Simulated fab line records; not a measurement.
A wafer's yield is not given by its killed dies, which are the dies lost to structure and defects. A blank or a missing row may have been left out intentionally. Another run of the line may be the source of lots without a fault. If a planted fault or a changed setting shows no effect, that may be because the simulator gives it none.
A lot that was struck, set against a sound lot :: flow nandHarc :: 13 out of 1302 route steps
Sound: the wafers L728.1, L728.3, L728.5. Struck: wafer L718.3. (L718.4 of the same lot was not struck and is left out.) The cause comes at the end.
Per side, at each step with rows, come the tool, then ch with its chambers, and then its first start. Under that, the readings that differ: sound wafers :: struck wafers :: difference of the means :: sigmas: that difference in standard deviations of wafers without a fault.
alike: words and numbers the same on both sides, and readings whose means are apart by under 2 such deviations; not compared: readings that were withheld, readings missing a value for some wafer, numbers with overlapping values and no deviation given by the record, and bounds like >300 which may hide the same value.
Wherever a step has rows on one side only, a row that says differs or no value, or a row with sigmas, the two part there. When numbers do not overlap yet have no deviation, they are printed without sigmas and do not part them. A reading missing from all wafers of one side parts the sides only when that side holds two or more wafers.

first, 1 step without rows for these wafers: NHARC_A_WL_FILL_ANNEAL_08 (time 1800 s).
NHARC_A_WL_FILL_ALD_10: deposits SiO2, target thk 50 nm, pulse time 10 s, ald cycles 500.
  sound on aldHk-01 ch 0,3, day 27 23:52; struck on aldHk-01 ch 2, day 24 08:43
  alike: heaterPowerW, precursorPulseHeightRel
  not compared: aldCycles
then, 1 step without rows for these wafers: NHARC_A_WL_FILL_ETCHBACK_16 (etches the open film in C4F8/O2/Ar, target depth 120 nm, time 24 s).
NHARC_A_WL_FILL_STRIP_29: strips in O2, time 20 s.
  sound on rieDiel-04 ch 0,1,2, day 28 04:07; struck on rieDiel-04 ch 2, day 24 13:24
  alike: drypumpMotorCurrentA, oesProductAu, rfVppV, showerheadPlenumPTorr, throttleValvePct
  not compared: rfHoursCounterH
NHARC_A_WL_FILL_ETCHBACK_17: etches the open film in Cl2/BCl3, target depth 4 nm, time 26.7 s.
  sound on rieMetal-03 ch 0, day 28 04:11; struck on rieMetal-03 ch 0, day 24 13:32
  alike: drypumpMotorCurrentA, oesProductAu
  not compared: rfHoursCounterH
then, 3 steps without rows for these wafers: NHARC_A_WL_FILL_PRECLEAN_18 (cleans in dHF, time 30 s); NHARC_A_WL_FILL_SRD_21; NHARC_A_WL_FILL_CVD_23 (deposits poly-Si, target thk 40 nm, time 800 s).
NHARC_A_WL_FILL_ETCHBACK_26: etches the open film in HBr, target depth 52 nm, time 13.3 s.
  sound on rieSi-05 ch 1,2, day 28 09:25; struck on rieSi-02 ch 1, day 24 18:44
  alike: drypumpMotorCurrentA, oesProductAu, throttleValvePct
  not compared: rfHoursCounterH
then, 2 steps without rows for these wafers: NHARC_A_WL_FILL_PRECLEAN_30 (cleans in dHF, time 10 s); NHARC_A_WL_FILL_SRD_14.
NHARC_A_WL_FILL_ALD_19: deposits TiN, target thk 2 nm, pulse time 3 s, ald cycles 100.
  sound on aldMetal-03 ch 0,1,3, day 28 09:41; struck on aldMetal-02 ch 0, day 24 18:59
reading: aldCycles
sound: 100 100 100
struck: 43
difference: -57
sigmas: 
  alike: heaterPowerW, precursorPulseHeightRel
NHARC_A_WL_FILL_CVD_20: deposits W, target thk 100 nm, time 74 s.
  sound on cvdW-02 ch 0,1; struck on cvdW-01 ch 1
reading: throttleValvePct (%)
sound: 8.06 7.82 7.83
struck: 7.30
difference: -0.60
sigmas: -2
  alike: chamberPressureTorr, heaterPowerW

WHERE THEY PART
Only at NHARC_A_WL_FILL_CVD_20, as far as this record shows.

WHY: what the simulator had put in
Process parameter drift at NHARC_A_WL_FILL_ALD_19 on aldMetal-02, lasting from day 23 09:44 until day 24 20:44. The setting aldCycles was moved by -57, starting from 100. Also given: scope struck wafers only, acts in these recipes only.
